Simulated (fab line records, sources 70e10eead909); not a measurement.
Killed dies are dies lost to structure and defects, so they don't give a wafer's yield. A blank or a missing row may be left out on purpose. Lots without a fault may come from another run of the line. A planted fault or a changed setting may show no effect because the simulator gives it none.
fab line records | flow nand_harc
record lots=12 wafers=36 last_day=25
route steps=1159 shown P_ZERO_WELL@61 P_GATE@122 END@1159
lots that met no fault: from a run of the same line without faults
start_h: hours from the record's first day to the start of the lot's first wafer shown | wait_h: hours since the lot's step before | " the same as in the row above | L1.1+2: a row that stands for several wafers | - no value, or no start given | * or withheld: withheld | < > ~ a bound
route shown NAME@n: a module of which the file shows steps, and the number in the route of the first | usual: mean/standard deviation of fault-free wafers | same: alike in all rows | chamber/n: place in a boat | sites: the reading at each site | _std_site: their standard deviation | _edge_site: outer sites' mean less inner sites' | radius_mm: how far each site lies from the wafer's centre | mask NAME#n: copy n | behind: the tool/chamber that last shaped the wafer | hold: why the lot was held/for how many hours/how that ended | device: the transistor (n, p or np) that didn't switch | end of line: the same wafers' tests at the end of the route | a step without rows: its recipe alone | killed: dies lost to structure and defects at the first sort, not the wafer's yield | map: a wafer's dies, x killed, . not, _ none there
set.NAME: the setting as run; set.NAME@STEP: as run at that earlier step | model.NAME: the simulator's own value behind a step, which no gauge read
steps of the route over a sample of lots; a table a step, a row a wafer
services: from which hour (start_h, from the record's first day; less than 0 if before it) a tool's chamber was out of use, for how many hours, and why
## steps
# step NHARC_P_ZERO_WELL_DESCUM_54
# recipe time_s=3 o2_flow_sccm=200 ar_flow_sccm=0 bias_power_w=0 chemistry=O2
# usual chamber_pressure_mTorr=60.00/0.049 drypump_motor_current_A=5.6/0.38 o2_flow_sccm=200.0/0.67 oes_product_au=0.995/0.01 rf_vpp_V=57.7/0.88 showerhead_plenum_p_Torr=1.89/0.079 throttle_valve_pct=11.311/0.0088
# columns lot.wafer tool chamber start_h wait_h chamber_pressure_mTorr drypump_motor_current_A o2_flow_sccm oes_product_au rf_hours_counter_h rf_vpp_V showerhead_plenum_p_Torr throttle_valve_pct
L518.3 rie_diel-05 3 23.79 - 59.94 6.0 199.2 0.991 2 59.1 1.99 11.316
L518.1 " 0 " " 59.98 5.7 199.5 0.997 2 56.0 1.79 11.309
L518.6 " 3 " " 59.97 6.0 198.9 0.995 - 56.7 1.99 11.300
L519.1 rie_diel-03 3 30.02 - 60.08 5.6 199.7 0.988 10 57.4 1.87 11.320
L519.2 " 1 " " 59.97 6.0 199.5 0.993 10 57.1 1.80 11.305
L519.5 " 0 " " 59.99 5.8 200.2 0.989 - 58.3 2.02 11.311
L520.3 rie_diel-10 3 35.84 - 60.01 5.1 199.1 1.006 1 57.6 1.91 11.312
L520.1 " 1 " " 59.99 5.3 201.8 0.994 1 56.2 1.87 11.325
L520.5 " 3 " " 59.94 5.1 199.3 1.006 - 58.6 1.91 11.324
L522.1 rie_diel-10 2 47.81 - 60.01 6.1 200.7 0.994 1 59.3 1.94 11.332
L522.2 " 3 " " 59.95 5.1 199.0 1.013 1 59.6 1.91 11.317
L522.6 " 3 " " 60.07 5.1 199.9 1.015 - 57.2 1.91 11.308
L523.4 rie_diel-03 2 53.83 - 59.87 5.2 199.8 0.992 0 59.0 1.90 11.308
L523.1 " 3 " " 60.03 5.6 200.3 1.008 0 58.0 1.87 11.313
L523.5 " 1 " " 59.93 6.0 199.5 1.006 - 56.0 1.80 11.302
L525.3 rie_diel-05 3 65.83 - 60.03 6.0 200.5 0.993 5 58.9 1.98 11.312
L525.2 " 1 " " 60.08 4.9 200.1 0.980 6 57.6 1.97 11.308
L525.6 " 3 " " 60.04 6.0 200.0 0.997 - 57.9 1.98 11.309
L529.2 rie_diel-05 1 90.02 - 59.97 4.9 199.4 0.992 8 58.5 1.97 11.304
L529.1 " 0 " " 59.98 5.6 200.6 1.005 8 57.4 1.79 11.305
L529.6 " 1 " " 59.94 4.9 200.5 0.986 - 57.8 1.97 11.310
L530.2 rie_diel-03 2 96.41 - 60.01 5.2 200.0 0.978 5 57.7 1.90 11.310
L530.3 " 0 " " 59.93 5.8 198.8 0.974 4 56.5 2.02 11.320
L530.5 " 2 " " 59.94 5.3 200.6 0.979 - 57.1 1.90 11.308
L532.4 rie_diel-05 3 107.83 - 60.03 6.0 200.1 0.995 9 58.4 1.98 11.296
L532.3 " 0 " " 59.99 5.6 199.4 1.006 10 57.7 1.79 11.302
L532.2 " 2 " " 60.05 5.7 200.1 0.991 9 58.8 1.79 11.301
L535.2 rie_diel-03 0 125.74 - 60.04 5.8 198.9 0.998 7 57.7 2.02 11.311
L535.5 " 2 " " 59.98 5.3 201.4 0.994 - 57.7 1.90 11.331
L535.4 " 0 " " 60.00 5.8 199.9 0.989 - 57.8 2.02 11.301
L538.1 rie_diel-10 0 143.74 - 59.94 5.9 200.0 0.998 10 57.8 1.87 11.321
L538.4 " 1 " " 60.02 5.3 200.4 1.002 3 58.0 1.87 11.308
L538.5 " 2 " " 60.05 6.1 200.6 0.990 - 58.9 1.94 11.303
L539.4 rie_diel-03 3 149.79 - 60.03 5.6 199.5 0.989 7 58.4 1.87 11.310
L539.1 " 1 " " 59.94 6.0 199.9 1.000 9 56.7 1.80 11.310
L539.2 " 2 " " 60.02 5.3 199.8 0.982 9 57.9 1.90 11.308
# step NHARC_P_GATE_CD_MEAS_11
# recipe target_cd_nm=1640 landing_energy_ev=500
# usual cd_nm=1640.5/1.8
# columns lot.wafer tool chamber start_h wait_h cd_nm
L518.1 cd_sem-02 0 82.80 - 1640.2
L518.3 " 0 " " 1641.2
L518.6 " 0 " " 1639.1
L519.1 cd_sem-01 0 90.16 - 1638.9
L519.2 " 0 " " 1642.8
L519.5 " 0 " " 1639.6
L522.1 cd_sem-03 0 102.05 - 1640.3
L522.2 " 0 " " 1638.5
L522.6 " 0 " " 1641.2
L520.1 cd_sem-01 0 102.37 - 1640.5
L520.3 " 0 " " 1641.3
L520.5 " 0 " " 1641.2
L523.1 cd_sem-01 0 123.76 - 1640.4
L523.4 " 0 " " 1641.2
L523.5 " 0 " " 1640.8
L525.2 cd_sem-03 0 134.12 - 1641.6
L525.3 " 0 " " 1637.4
L525.6 " 0 " " 1638.1
L529.1 cd_sem-03 0 161.48 - 1639.6
L529.2 " 0 " " 1640.4
L529.6 " 0 " " 1640.7
L530.2 cd_sem-03 0 161.56 - 1640.9
L530.3 " 0 " " 1638.3
L530.5 " 0 " " 1640.9
L532.2 cd_sem-01 0 181.29 - 1642.0
L532.3 " 0 " " 1639.8
L532.4 " 0 " " 1639.4
L535.2 cd_sem-01 0 181.33 - 1641.7
L535.4 " 0 " " 1640.4
L535.5 " 0 " " 1641.7
L539.1 cd_sem-03 0 201.23 - 1642.3
L539.2 " 0 " " 1641.0
L539.4 " 0 " " 1639.0
L538.1 cd_sem-01 0 201.40 - 1638.7
L538.4 " 0 " " 1642.7
L538.5 " 0 " " 1639.8
# step NHARC_P_GATE_DEP_103
# recipe target_thk_a=300 target_thk_nm=30 temp_c=400 flow_sccm=200 rf_w=350 material=SiON
# usual heater_power_w=726/90
# columns lot.wafer tool chamber start_h wait_h heater_power_w since_wet_clean_h
L518.1 pecvd-04 0 96.98 0.6 679 70
L518.3 " 1 " " 701 70
L518.6 " 0 " " 643 -
L519.2 pecvd-04 0 105.75 0.7 566 79
L519.1 " 1 " " 643 79
L519.5 " 0 " " 586 -
L520.3 pecvd-01 0 118.12 0.4 930 49
L520.1 " 1 " " 787 49
L520.5 " 0 " " 916 -
L520.3 pecvd-01 0 118.64 0.5 923 -
L520.1 " 1 " " 757 -
L520.5 " 0 " " 903 -
L522.1 pecvd-02 2 118.28 0.6 774 133
L522.2 " 0 " " 732 133
L522.6 " 2 " " 796 -
L523.1 pecvd-02 0 136.60 0.6 612 152
L523.4 " 1 " " 639 -
L523.5 " 0 " " 620 -
L523.1 pecvd-02 0 136.96 0.3 612 -
L523.4 " 1 " " 615 -
L523.5 " 0 " " 601 -
L525.3 pecvd-04 1 148.45 0.3 688 121
L525.2 " 2 " " 712 122
L525.6 " 2 " " 699 -
L529.1 pecvd-02 2 181.40 0.6 803 15
L529.2 " 0 " " 667 15
L529.6 " 0 " " 688 -
L530.2 pecvd-02 2 182.09 0.5 710 16
L530.3 " 0 " " 686 16
L530.5 " 1 " " 594 -
L530.2 pecvd-02 2 182.49 0.4 717 -
L530.3 " 0 " " 686 -
L530.5 " 1 " " 593 -
L532.3 pecvd-04 1 194.84 0.4 680 168
L532.2 " 2 " " 717 168
L532.4 " 1 " " 682 -
L535.2 pecvd-02 1 194.87 0.4 617 29
L535.4 " 2 " " 835 -
L535.5 " 0 " " 752 -
L539.1 pecvd-04 0 214.29 0.6 646 6
L539.2 " 2 " " 667 6
L539.4 " 0 " " 616 -
L538.1 pecvd-02 2 214.31 0.6 705 48
L538.4 " 1 " " 592 -
L538.5 " 0 " " 719 -
# step NHARC_P_GATE_ETCHBACK_37
# recipe target_depth_a=345 time_s=17.2 chf3_flow_sccm=50 o2_flow_sccm=10 ar_flow_sccm=200 rf_w=500 bias_w=200 chemistry=CHF3/O2
# usual chamber_pressure_mTorr=24.996/0.021 drypump_motor_current_A=5.7/0.47 o2_flow_sccm=10.00/0.031 oes_product_au=0.95/0.033 rf_vpp_V=369.8/2.5 showerhead_plenum_p_Torr=2.36/0.1 throttle_valve_pct=20.573/0.0092
# columns lot.wafer tool chamber start_h wait_h chamber_pressure_mTorr drypump_motor_current_A o2_flow_sccm oes_product_au rf_hours_counter_h rf_vpp_V showerhead_plenum_p_Torr throttle_valve_pct
L518.3 rie_diel-13 1 - - 24.987 6.0 10.04 1.01 0 372.0 2.45 20.565
L518.1 " 3 " " 25.037 5.6 10.01 1.02 0 373.3 2.51 20.558
L518.6 " 2 " " 25.008 6.2 10.03 1.03 - 367.5 2.24 20.580
L519.1 rie_diel-11 0 - - 25.039 5.9 10.00 0.93 35 367.1 2.28 20.581
L519.2 " 3 " " 24.993 4.8 10.04 0.93 35 369.0 2.31 20.571
L519.5 " 1 " " 24.973 6.4 9.98 0.92 - 370.4 2.37 20.571
L522.2 rie_diel-13 2 - - 25.003 6.2 9.96 0.95 4 366.7 2.24 20.569
L522.1 " 0 " " 25.033 5.1 9.98 0.94 4 368.1 2.30 20.582
L522.6 " 1 " " 25.012 6.0 10.00 0.94 - 371.4 2.45 20.561
L520.1 rie_diel-11 2 - - 24.984 6.0 9.96 0.94 39 370.7 2.40 20.580
L520.3 " 0 " " 24.990 5.9 10.04 0.93 39 367.3 2.27 20.566
L520.5 " 3 " " 24.975 4.8 10.01 0.92 - 367.4 2.30 20.564
L523.4 rie_diel-13 3 - - 24.960 5.6 10.00 0.94 8 373.1 2.51 20.582
L523.1 " 0 " " 24.994 5.1 10.02 0.95 8 367.1 2.30 20.576
L523.5 " 0 " " 25.002 5.1 10.00 0.95 - 368.2 2.30 20.576
L525.3 rie_diel-13 1 - - 24.986 6.1 10.07 0.93 10 372.7 2.44 20.574
L525.2 " 3 " " 25.006 5.6 10.03 0.95 10 371.5 2.51 20.566
L525.6 " 1 " " 25.022 6.1 10.03 0.93 - 371.5 2.44 20.565
L529.2 rie_diel-08 3 - - 25.054 5.1 10.00 0.99 20 370.6 2.33 20.574
L529.1 " 2 " " 24.969 4.9 9.98 1.00 21 373.7 2.54 20.580
L529.6 " 3 " " 25.002 5.1 10.00 0.99 - 368.8 2.33 20.567
L530.2 rie_diel-13 2 - - 24.976 6.2 9.96 0.94 16 366.8 2.23 20.567
L530.3 " 3 " " 24.989 5.6 9.99 0.92 15 372.7 2.50 20.575
L530.5 " 2 " " 25.030 6.2 9.96 0.94 - 365.9 2.23 20.576
L532.2 rie_diel-13 2 - - 25.012 6.2 9.96 0.94 17 365.6 2.23 20.561
L532.3 " 3 " " 24.988 5.6 9.97 0.92 16 372.7 2.50 20.573
L532.4 " 1 " " 24.995 6.1 10.01 0.93 16 372.8 2.44 20.579
L535.4 rie_diel-11 3 - - 25.040 4.8 9.94 0.99 4 367.1 2.29 20.561
L535.2 " 1 " " 25.003 6.4 10.04 0.99 3 369.4 2.36 20.574
L535.5 " 3 " " 25.021 4.8 10.01 0.99 - 369.5 2.29 20.559
L538.1 rie_diel-13 2 - - 25.000 6.2 10.04 0.95 18 367.8 2.23 20.567
L538.4 " 3 " " 24.997 5.6 9.96 0.94 18 372.3 2.50 20.577
L538.5 " 3 " " 24.990 5.6 10.01 0.93 - 372.6 2.50 20.576
L539.2 rie_diel-13 3 - - 24.962 5.6 10.01 1.00 18 372.9 2.50 20.558
L539.4 " 0 " " 25.011 5.1 10.04 1.01 17 368.0 2.29 20.557
L539.1 " 1 " " 24.998 6.1 9.94 1.01 18 370.5 2.44 20.580
# step NHARC_END_SORT_01
# recipe temp_c=25
# usual killed_at_array=27/12 killed_at_other=0.5/0.9 killed_at_periphery=3.7/2.7 killed_dies=31/12 killed_open=3.3/2 killed_short=2.0/1.4
# same gross_dies=677
# columns lot.wafer tool chamber start_h wait_h killed_at_array killed_at_other killed_at_periphery killed_dies killed_open killed_short
L529.1 prober-01 0 601.93 2.5 15 1 1 17 4 2
L529.2 prober-01 0 602.73 2.8 10 2 6 18 4 3
L529.6 prober-01 0 605.93 4.0 19 1 3 23 10 4
# killed by level:class
L529.1 A_CONTACT:chamber_film_flake=4 A_STAIRCASE:chamber_film_flake=3 A_CHANNEL_FILL_D1:chamber_film_flake=2 P_CONTACT:geometric_particle:open=1 A_SOURCE_PLATE:geometric_particle:open=1 A_ONON_D1:geometric_particle:short=1 A_CONTACT:geometric_particle:open=1 A_CONTACT:geometric_particle:short=1
L529.2 A_CHANNEL_HOLE_D1:chamber_film_flake=4 P_M0:geometric_particle:short=2 A_CONTACT:chamber_film_flake=2 THIN_TSV:chamber_film_flake=2 P_GATE:geometric_particle:open=1 P_CONTACT:geometric_particle:open=1 P_M2:geometric_particle:open=1 A_CONTACT:geometric_particle:short=1
L529.6 A_CONTACT:chamber_film_flake=5 A_CONTACT:geometric_particle:open=3 A_CHANNEL_FILL_D1:geometric_particle:open=2 A_CHANNEL_HOLE_D1:chamber_film_flake=2 P_M0:geometric_particle:open=1 P_M1:geometric_particle:open=1 A_ONON_D1:geometric_particle:open=1 A_CHANNEL_FILL_D1:geometric_particle:short=1
## services
# columns tool chamber start_h hours kind
pecvd-04 - 14.00 13.0 pm
rie_diel-03 1 31.61 6.0 repair
rie_diel-13 0 34.54 7.0 repair
rie_diel-03 2 37.59 9.0 repair
rie_diel-03 - 38.30 9.0 pm
pecvd-04 1 38.48 9.5 repair
rie_diel-13 1 40.14 2.9 repair
pecvd-02 0 65.42 26.7 repair
rie_diel-03 - 78.49 1.5 repair
pecvd-02 - 88.88 1.0 repair
rie_diel-13 - 99.06 9.0 pm
rie_diel-03 3 100.10 27.2 repair
pecvd-04 0 114.95 3.9 repair
pecvd-02 1 117.41 11.5 repair
pecvd-04 1 124.76 10.0 repair
rie_diel-03 0 131.63 1.3 repair
pecvd-02 - 153.00 13.0 pm
rie_diel-03 1 172.42 5.6 repair
rie_diel-03 1 181.79 6.0 repair
pecvd-04 - 186.25 0.7 repair
pecvd-04 - 195.01 13.0 pm
rie_diel-03 - 211.52 1.7 repair
rie_diel-03 - 215.30 9.0 pm
rie_diel-13 0 220.03 3.6 repair
## key
first_sign step=NHARC_P_GATE_DEP_103 reading=visit direction=added
effect none on later readings
met_at NHARC_P_GATE_DEP_103
struck_lots L520,L523,L530
tester_left_out L520,L523,L530
not_acting_at NHARC_P_ZERO_WELL_DESCUM_54,NHARC_P_GATE_CD_MEAS_11,NHARC_P_GATE_ETCHBACK_37
fault kind=repeated_step_whole tool=pecvd-01,pecvd-02,pecvd-04 chamber=- onset_h=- steps=NHARC_P_GATE_DEP_103 times=1 scope=struck_lots_only
# tester_left_out: of these lots the tester's yield and bins aren't shown, on N5 and GAA mostly nor the transistor test; their killed dies are dies lost to structure and defects alone, not to doping, threshold or leakage, so they don't give the yield
